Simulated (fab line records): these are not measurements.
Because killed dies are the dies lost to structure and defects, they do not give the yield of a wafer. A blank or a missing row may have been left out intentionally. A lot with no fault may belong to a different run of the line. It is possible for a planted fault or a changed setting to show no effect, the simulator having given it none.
What tool caused it? :: flow nand-harc :: 11 lots, 33 wafers sampled, at 6 steps of a route of 1302

== WHAT EACH GAUGE READ, for each wafer ==
NHARC_P_ZERO_WELL_INSPECT_43. Usual: raw-defect-count 12, standard deviation 5.7.
lot: L340
measured: day 2 13:25
on: defect-inspect-02
raw-defect-count: 8 13 8
flag: 

lot: L342
measured: day 3 09:20
on: defect-inspect-02
raw-defect-count: 7 12 7
flag: 

lot: L344
measured: day 4 05:31
on: defect-inspect-01
raw-defect-count: 11 13 7
flag: 

lot: L345
measured: day 4 15:18
on: defect-inspect-02
raw-defect-count: 2 11 14
flag: 

lot: L346
measured: day 5 01:47
on: defect-inspect-01
raw-defect-count: 15 23 25
flag: 

lot: L347
measured: day 5 11:32
on: defect-inspect-01
raw-defect-count: 12 17 14
flag: 

lot: L352
measured: day 7 13:28
on: defect-inspect-02
raw-defect-count: 7 8 11
flag: 

lot: L359
measured: day 10 12:43
on: defect-inspect-02
raw-defect-count: 12 10 9
flag: 

lot: L360
measured: day 10 21:43
on: defect-inspect-01
raw-defect-count: 8 22 14
flag: 

lot: L361
measured: day 11 07:39
on: defect-inspect-01
raw-defect-count: 20 11 18
flag: 

lot: L362
measured: day 11 17:35
on: defect-inspect-01
raw-defect-count: 13 27 16
flag: 

NHARC_P_GATE_CD_MEAS_11: target cd 1640 nm. Usual: cd-nm 1640.4 nm, standard deviation 2.
lot: L340
measured: day 4 19:58
on: cd-sem-02
cd-nm (nm): 1640.3 1639.3 1638.9
flag: 

lot: L342
measured: day 5 16:31
on: cd-sem-02
cd-nm (nm): 1640.7 1641.0 1640.2
flag: 

lot: L344
measured: day 6 09:55
on: cd-sem-01
cd-nm (nm): 1643.9 1643.2 1642.6
flag: 

lot: L345
measured: day 6 22:07
on: cd-sem-02
cd-nm (nm): 1640.7 1641.4 1641.2
flag: 

lot: L346
measured: day 7 15:28
on: cd-sem-03
cd-nm (nm): 1639.0 1636.5 1642.0
flag: 

lot: L347
measured: day 7 15:38
on: cd-sem-03
cd-nm (nm): 1640.4 1641.8 1642.5
flag: 

lot: L352
measured: day 10 07:21
on: cd-sem-02
cd-nm (nm): - - -
flag: OFF

lot: L359
measured: day 12 17:46
on: cd-sem-03
cd-nm (nm): 1640.4 1641.6 1640.7
flag: 

lot: L360
measured: day 13 07:29
on: cd-sem-03
cd-nm (nm): 1639.6 1642.2 1640.4
flag: 

lot: L361
measured: day 13 11:45
on: cd-sem-01
cd-nm (nm): 1641.7 1642.0 1641.1
flag: 

lot: L362
measured: day 13 22:51
on: cd-sem-03
cd-nm (nm): 1642.4 1644.3 1642.4
flag: 

NHARC_END_SORT_01. Usual: killed-at-array 52, standard deviation 18; killed-at-other 1.0, standard deviation 1.4; killed-at-periphery 3.1, standard deviation 2.3; killed-dies 56, standard deviation 17; killed-open 3.0, standard deviation 1.7; killed-short 2.5, standard deviation 1.7.
lot: L340
measured: day 24 15:46
on: prober-01
killed-at-array: 40 35 32
killed-at-other: 0 0 0
killed-at-periphery: 4 3 4
killed-dies: 44 38 36
killed-open: 3 3 6
killed-short: 0 5 4
flag: 

lot: L342
measured: day 26 03:56
on: prober-01
killed-at-array: 26 39 20
killed-at-other: 1 2 1
killed-at-periphery: 11 3 3
killed-dies: 38 44 24
killed-open: 4 4 5
killed-short: 1 3 2
flag: 

lot: L344
measured: day 26 04:43
on: prober-02
killed-at-array: 28 28 25
killed-at-other: 1 0 2
killed-at-periphery: 2 2 1
killed-dies: 31 30 28
killed-open: 3 4 1
killed-short: 4 4 1
flag: 

lot: L345
measured: day 26 23:19
on: prober-02
killed-at-array: 74 70 96
killed-at-other: 1 0 0
killed-at-periphery: 1 1 2
killed-dies: 76 71 98
killed-open: 2 1 3
killed-short: 2 4 6
flag: 

lot: L346
measured: day 27 20:37
on: prober-02
killed-at-array: 34 24 33
killed-at-other: 3 0 0
killed-at-periphery: 4 7 4
killed-dies: 41 31 37
killed-open: 3 2 4
killed-short: 1 0 2
flag: 

lot: L347
measured: day 27 17:08
on: prober-01
killed-at-array: 76 37 70
killed-at-other: 6 2 5
killed-at-periphery: 4 4 0
killed-dies: 86 43 75
killed-open: 6 4 4
killed-short: 3 2 1
flag: 

lot: L352
measured: day 29 19:25
on: prober-01
killed-at-array: 58 54 46
killed-at-other: 0 0 0
killed-at-periphery: 619 623 631
killed-dies: 677 677 677
killed-open: 5 3 5
killed-short: 3 4 3
flag: OFF

lot: L359
measured: day 32 02:09
on: prober-01
killed-at-array: 52 73 64
killed-at-other: 1 0 0
killed-at-periphery: 3 1 1
killed-dies: 56 74 65
killed-open: 3 4 3
killed-short: 1 3 0
flag: 

lot: L360
measured: day 33 05:18
on: prober-02
killed-at-array: 52 59 56
killed-at-other: 1 0 0
killed-at-periphery: 2 0 3
killed-dies: 55 59 59
killed-open: 2 0 6
killed-short: 3 2 4
flag: 

lot: L361
measured: day 33 04:29
on: prober-01
killed-at-array: 58 68 64
killed-at-other: 0 0 1
killed-at-periphery: 3 2 6
killed-dies: 61 70 71
killed-open: 2 3 5
killed-short: 3 5 4
flag: 

lot: L362
measured: day 33 15:55
on: prober-02
killed-at-array: 77 52 75
killed-at-other: 1 0 1
killed-at-periphery: 5 2 5
killed-dies: 83 54 81
killed-open: 3 1 2
killed-short: 4 4 3
flag: 

== TOOL THAT RAN EACH LOT (tool first, then ch and the chambers of the sampled wafers, then the start) ==
lot: L340
NHARC_P_STI_ETCH_42: rie-diel-10 ch 0,1,2, day 3 06:11
NHARC_P_GATE_EXPOSE_08: krf-scanner-02 ch 0, day 4 19:48
NHARC_P_GATE_ETCH_104: rie-diel-11 ch 0,3, day 5 12:54

lot: L342
NHARC_P_STI_ETCH_42: rie-diel-10 ch 0,1,2, day 4 04:05
NHARC_P_GATE_EXPOSE_08: krf-scanner-04 ch 0, day 5 16:21
NHARC_P_GATE_ETCH_104: rie-diel-11 ch 1,2, day 6 11:43

lot: L344
NHARC_P_STI_ETCH_42: rie-diel-10 ch 0,2,3, day 4 21:29
NHARC_P_GATE_EXPOSE_08: krf-scanner-04 ch 0, day 6 09:45
NHARC_P_GATE_ETCH_104: rie-diel-04 ch 0,2,3, day 7 00:20

lot: L345
NHARC_P_STI_ETCH_42: rie-diel-07 ch 1,2, day 5 07:55
NHARC_P_GATE_EXPOSE_08: krf-scanner-03 ch 0, day 6 21:58
NHARC_P_GATE_ETCH_104: rie-diel-01 ch 1,2,3, day 7 16:09

lot: L346
NHARC_P_STI_ETCH_42: rie-diel-07 ch 0,1,3, day 5 20:48
NHARC_P_GATE_EXPOSE_08: krf-scanner-03 ch 0, day 7 15:19
NHARC_P_GATE_ETCH_104: rie-diel-04 ch 0,2,3, day 8 08:23

lot: L347
NHARC_P_STI_ETCH_42: rie-diel-06 ch 1,2, day 6 05:14
NHARC_P_GATE_EXPOSE_08: krf-scanner-02 ch 0, day 7 15:30
NHARC_P_GATE_ETCH_104: rie-diel-01 ch 1,2, day 8 08:35

lot: L352
NHARC_P_STI_ETCH_42: rie-diel-10 ch 0,1,3, day 8 07:25
NHARC_P_GATE_EXPOSE_08: krf-scanner-03 ch 0, day 10 07:11
NHARC_P_GATE_ETCH_104: rie-diel-11 ch 0,1,3, day 10 22:46

lot: L359
NHARC_P_STI_ETCH_42: rie-diel-06 ch 0,2, day 11 06:26
NHARC_P_GATE_EXPOSE_08: krf-scanner-03 ch 0, day 12 17:36
NHARC_P_GATE_ETCH_104: rie-diel-01 ch 2,3, day 13 09:05

lot: L360
NHARC_P_STI_ETCH_42: rie-diel-10 ch 0,2,3, day 11 15:35
NHARC_P_GATE_EXPOSE_08: krf-scanner-03 ch 0, day 13 07:20
NHARC_P_GATE_ETCH_104: rie-diel-01 ch 0,3, day 14 00:14

lot: L361
NHARC_P_STI_ETCH_42: rie-diel-10 ch 0,1,2, day 11 22:52
NHARC_P_GATE_EXPOSE_08: krf-scanner-03 ch 0, day 13 11:36
NHARC_P_GATE_ETCH_104: rie-diel-04 ch 0,2,3, day 14 06:12

lot: L362
NHARC_P_STI_ETCH_42: rie-diel-07 ch 2,3, day 12 09:59
NHARC_P_GATE_EXPOSE_08: krf-scanner-04 ch 0, day 13 22:42
NHARC_P_GATE_ETCH_104: rie-diel-04 ch 0,1,2, day 14 15:27
- NHARC_P_STI_ETCH_42: etches the open film in N2/H2, target depth 80 nm, overetch 24 nm, time 61 s.
- NHARC_P_GATE_EXPOSE_08: exposes mask P HV.
- NHARC_P_GATE_ETCH_104: etches the open film in CF4/CHF3, target depth 60 nm.

== WHAT THE TOOLS THEMSELVES READ (means of the sampled wafers that have a number; where no wafer has one, the mark that the record gives instead) ==
NHARC_P_STI_ETCH_42. Usual: chamber-pressure-mTorr 30.000 mTorr, standard deviation 0.026; drypump-motor-current-A 6.0 A, standard deviation 0.41; oes-product-au 0.996 a.u., standard deviation 0.011; rf-vpp-V 429.8 V, standard deviation 1.9; showerhead-plenum-p-Torr 2.02 Torr, standard deviation 0.065; throttle-valve-pct 14.171 %, standard deviation 0.0095.
lot: L340
tool: rie-diel-10
chamber-pressure-mTorr (mTorr): 30.026
drypump-motor-current-A (A): 5.5
oes-product-au (a.u.): 1.001
rf-vpp-V (V): 429.5
showerhead-plenum-p-Torr (Torr): 2.00
throttle-valve-pct (%): 14.167
flag: 

lot: L342
tool: rie-diel-10
chamber-pressure-mTorr (mTorr): 30.023
drypump-motor-current-A (A): 5.6
oes-product-au (a.u.): 0.994
rf-vpp-V (V): 429.3
showerhead-plenum-p-Torr (Torr): 2.00
throttle-valve-pct (%): 14.178
flag: 

lot: L344
tool: rie-diel-10
chamber-pressure-mTorr (mTorr): 30.008
drypump-motor-current-A (A): 5.8
oes-product-au (a.u.): 0.996
rf-vpp-V (V): 428.9
showerhead-plenum-p-Torr (Torr): 2.00
throttle-valve-pct (%): 14.179
flag: 

lot: L345
tool: rie-diel-07
chamber-pressure-mTorr (mTorr): 29.994
drypump-motor-current-A (A): 6.4
oes-product-au (a.u.): 1.001
rf-vpp-V (V): 432.6
showerhead-plenum-p-Torr (Torr): 2.08
throttle-valve-pct (%): 14.175
flag: 

lot: L346
tool: rie-diel-07
chamber-pressure-mTorr (mTorr): 29.995
drypump-motor-current-A (A): 5.8
oes-product-au (a.u.): 0.980
rf-vpp-V (V): 429.5
showerhead-plenum-p-Torr (Torr): 2.01
throttle-valve-pct (%): 14.169
flag: 

lot: L347
tool: rie-diel-06
chamber-pressure-mTorr (mTorr): 29.998
drypump-motor-current-A (A): 6.2
oes-product-au (a.u.): 1.009
rf-vpp-V (V): 428.6
showerhead-plenum-p-Torr (Torr): 1.99
throttle-valve-pct (%): 14.170
flag: 

lot: L352
tool: rie-diel-10
chamber-pressure-mTorr (mTorr): 30.018
drypump-motor-current-A (A): 6.0
oes-product-au (a.u.): 0.997
rf-vpp-V (V): 430.2
showerhead-plenum-p-Torr (Torr): 2.01
throttle-valve-pct (%): 14.171
flag: 

lot: L359
tool: rie-diel-06
chamber-pressure-mTorr (mTorr): 30.011
drypump-motor-current-A (A): 6.2
oes-product-au (a.u.): 0.991
rf-vpp-V (V): 428.9
showerhead-plenum-p-Torr (Torr): 1.97
throttle-valve-pct (%): 14.167
flag: 

lot: L360
tool: rie-diel-10
chamber-pressure-mTorr (mTorr): 29.987
drypump-motor-current-A (A): 5.8
oes-product-au (a.u.): 0.997
rf-vpp-V (V): 428.9
showerhead-plenum-p-Torr (Torr): 2.00
throttle-valve-pct (%): 14.158
flag: 

lot: L361
tool: rie-diel-10
chamber-pressure-mTorr (mTorr): 30.018
drypump-motor-current-A (A): 5.6
oes-product-au (a.u.): 0.993
rf-vpp-V (V): 429.5
showerhead-plenum-p-Torr (Torr): 2.00
throttle-valve-pct (%): 14.172
flag: 

lot: L362
tool: rie-diel-07
chamber-pressure-mTorr (mTorr): 30.005
drypump-motor-current-A (A): 5.8
oes-product-au (a.u.): 1.017
rf-vpp-V (V): 432.2
showerhead-plenum-p-Torr (Torr): 2.08
throttle-valve-pct (%): 14.176
flag: 

NHARC_P_GATE_ETCH_104. Usual: chamber-pressure-mTorr 24.998 mTorr, standard deviation 0.022; drypump-motor-current-A 5.7 A, standard deviation 0.39; oes-product-au 0.946 a.u., standard deviation 0.022; rf-vpp-V 371.2 V, standard deviation 2.4; showerhead-plenum-p-Torr 1.59 Torr, standard deviation 0.068; throttle-valve-pct 16.803 %, standard deviation 0.0095.
lot: L340
tool: rie-diel-11
chamber-pressure-mTorr (mTorr): 24.995
drypump-motor-current-A (A): 5.9
oes-product-au (a.u.): 0.966
rf-vpp-V (V): 371.6
showerhead-plenum-p-Torr (Torr): 1.61
throttle-valve-pct (%): 16.805
flag: 

lot: L342
tool: rie-diel-11
chamber-pressure-mTorr (mTorr): 25.003
drypump-motor-current-A (A): 5.8
oes-product-au (a.u.): 0.936
rf-vpp-V (V): 372.5
showerhead-plenum-p-Torr (Torr): 1.62
throttle-valve-pct (%): 16.802
flag: 

lot: L344
tool: rie-diel-04
chamber-pressure-mTorr (mTorr): 25.007
drypump-motor-current-A (A): 5.5
oes-product-au (a.u.): 0.954
rf-vpp-V (V): 370.4
showerhead-plenum-p-Torr (Torr): 1.56
throttle-valve-pct (%): 16.798
flag: 

lot: L345
tool: rie-diel-01
chamber-pressure-mTorr (mTorr): 24.992
drypump-motor-current-A (A): 5.8
oes-product-au (a.u.): 0.930
rf-vpp-V (V): 371.4
showerhead-plenum-p-Torr (Torr): 1.62
throttle-valve-pct (%): 16.799
flag: 

lot: L346
tool: rie-diel-04
chamber-pressure-mTorr (mTorr): 25.022
drypump-motor-current-A (A): 5.5
oes-product-au (a.u.): 0.923
rf-vpp-V (V): 369.9
showerhead-plenum-p-Torr (Torr): 1.56
throttle-valve-pct (%): 16.803
flag: 

lot: L347
tool: rie-diel-01
chamber-pressure-mTorr (mTorr): 24.977
drypump-motor-current-A (A): 5.9
oes-product-au (a.u.): 0.938
rf-vpp-V (V): 373.3
showerhead-plenum-p-Torr (Torr): 1.65
throttle-valve-pct (%): 16.800
flag: 

lot: L352
tool: rie-diel-11
chamber-pressure-mTorr (mTorr): 24.987
drypump-motor-current-A (A): 5.7
oes-product-au (a.u.): 0.943
rf-vpp-V (V): 371.8
showerhead-plenum-p-Torr (Torr): 1.63
throttle-valve-pct (%): 16.804
flag: 

lot: L359
tool: rie-diel-01
chamber-pressure-mTorr (mTorr): 25.012
drypump-motor-current-A (A): 5.8
oes-product-au (a.u.): 0.965
rf-vpp-V (V): 371.3
showerhead-plenum-p-Torr (Torr): 1.60
throttle-valve-pct (%): 16.801
flag: 

lot: L360
tool: rie-diel-01
chamber-pressure-mTorr (mTorr): 25.008
drypump-motor-current-A (A): 6.2
oes-product-au (a.u.): 0.917
rf-vpp-V (V): 368.4
showerhead-plenum-p-Torr (Torr): 1.53
throttle-valve-pct (%): 16.806
flag: 

lot: L361
tool: rie-diel-04
chamber-pressure-mTorr (mTorr): 24.999
drypump-motor-current-A (A): 5.5
oes-product-au (a.u.): 0.944
rf-vpp-V (V): 370.4
showerhead-plenum-p-Torr (Torr): 1.56
throttle-valve-pct (%): 16.800
flag: 

lot: L362
tool: rie-diel-04
chamber-pressure-mTorr (mTorr): 24.999
drypump-motor-current-A (A): 5.4
oes-product-au (a.u.): 0.972
rf-vpp-V (V): 370.7
showerhead-plenum-p-Torr (Torr): 1.60
throttle-valve-pct (%): 16.801
flag: 

== THE ANSWER, worked out from the rows above alone ==
Rule: a lot is off if the mean of its wafers that have a number lies more than 3 standard deviations from the usual mean. Also off: a lot with no number at a reading for which 4 or more lots have one. Any other lot the step has rows for is counted as sound. First the gauges in route order, then the tools' own readings, where a lot's mean is used as printed above. The first step at which some lot is off is used, and at that step the reading that is off furthest; a lot without a number counts as furthest.
Off: L352 (NHARC_P_GATE_CD_MEAS_11, cd-nm). Without a number there: L352.
A tool fits if, at a process step before that reading, it ran every lot that is off, and no sound lot after the first of them. Not tried: the gauges at NHARC_P_GATE_CD_MEAS_11; whatever is off there is also off at NHARC_END_SORT_01, on other tools, and gauge error can't account for it. Not one of the candidates tried fits.

== WHAT WAS PUT IN BY THE SIMULATOR ==
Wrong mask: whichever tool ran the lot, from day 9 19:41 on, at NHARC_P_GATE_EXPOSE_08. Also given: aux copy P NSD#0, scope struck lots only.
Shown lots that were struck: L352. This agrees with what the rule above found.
